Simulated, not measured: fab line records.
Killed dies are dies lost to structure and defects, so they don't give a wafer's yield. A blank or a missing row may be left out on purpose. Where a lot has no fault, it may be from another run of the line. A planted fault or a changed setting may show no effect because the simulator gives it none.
Split-lot experiment + flow n5 finfet + 7 lots, 21 wafers read, on a route of 1938 steps

THE SPLIT
At N5_BEOL_M8_ETCH_66 (etches SOC in N2/H2, target depth 80 nm, overetch 16 nm, time 120 s), the setting source w was moved away from the recipe's 840 W on 5 of the 21 wafers read, by -5.5% to +17.4%. For the rest of the wafers, this setting stayed at what the recipe calls for.

Reading taken at the split's own step.

THE READING
rf vpp V, in V, at N5_BEOL_M8_ETCH_66 (etches SOC in N2/H2, target depth 80 nm, overetch 16 nm, time 120 s). Fault-free wafers of this fab line usually give 524.0 V, standard deviation 2.4 V.

| wafer  | tool, chamber at the split | source w as run, W | against the recipe | rf vpp V, V | against lot-mates on the recipe |
|--------|----------------------------|--------------------|--------------------|-------------|---------------------------------|
| L076.1 | rie diel-05, 1             | 840                | recipe             | 522.1       | -                               |
| L076.5 | rie diel-05, 1             | 840                | recipe             | 521.6       | -                               |
| L076.6 | rie diel-05, 0             | 840                | recipe             | 527.5       | -                               |
| L074.1 | rie diel-05, 1             | 840                | recipe             | 522.4       | -                               |
| L074.5 | rie diel-05, 2             | 840                | recipe             | 526.0       | -                               |
| L074.6 | rie diel-05, 3             | 960.7              | +14.4%             | 500.6       | -23.6                           |
| L084.1 | rie diel-05, 3             | 840                | recipe             | 522.9       | -                               |
| L084.3 | rie diel-05, 2             | 840                | recipe             | 526.1       | -                               |
| L084.6 | rie diel-05, 2             | 840                | recipe             | 526.5       | -                               |
| L085.1 | rie diel-02, 1             | 899.9              | +7.1%              | 512.1       | -11.5                           |
| L085.5 | rie diel-02, 3             | 840                | recipe             | 522.8       | -                               |
| L085.6 | rie diel-02, 0             | 840                | recipe             | 524.4       | -                               |
| L087.1 | rie diel-02, 0             | 794.1              | -5.5%              | 534.3       | +13.8                           |
| L087.2 | rie diel-02, 2             | 840                | recipe             | 519.9       | -                               |
| L087.3 | rie diel-02, 3             | 840                | recipe             | 521.0       | -                               |
| L089.4 | rie diel-02, 0             | 840                | recipe             | 524.4       | -                               |
| L089.5 | rie diel-02, 1             | 840                | recipe             | 524.6       | -                               |
| L089.6 | rie diel-02, 2             | 840                | recipe             | 521.0       | -                               |
| L094.2 | rie diel-04, 0             | 986.4              | +17.4%             | 496.2       | -30.6                           |
| L094.5 | rie diel-04, 3             | 840                | recipe             | 526.8       | -                               |
| L094.6 | rie diel-04, 0             | 986.4              | +17.4%             | 496.3       | -30.5                           |

THE FIT
A straight line over all 21 wafers: rf vpp V changes by -1.61 V for each +1% of source w; r = -0.98; the points scatter about the line by 2.1 V.
The same after taking each lot's own level away (the mean of its wafers on the recipe; 21 wafers): -1.77 V for each +1%; r = -0.99; scatter 1.9 V.
According to that fit, moving source w by its largest amount changes the reading by 31 V.
The lots' own levels span 520.45 to 526.80 V, that is 2.6 times the standard deviation above.
Consequently the slope shifts little with the lot-to-lot level, the two slopes agreeing.
Check: for one of the wafers moved furthest among these (+17.4%), held out of the fit, the line's prediction against its lot-mates is -30.3 V. It came out at -30.6 V against them.
Tool readings at the split's step, against how far the setting was moved: rf vpp V r = -0.98.

FURTHER SPLITS ON THESE WAFERS
These wafers also went through other splits before the reading. Each is held against what the fit with the lots' levels taken away leaves over:
| other split on the same wafers    | wafers away from the commonest value | r with rf vpp V (lot level and that fit taken away) |
|-----------------------------------|--------------------------------------|-----------------------------------------------------|
| N5_BEOL_M8_HM_DEP_02 target thk a | 5                                    | -0.15                                               |

FILE'S OWN FIT
rf vpp V changes by -1.74 V for each +1% of source w, r = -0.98.
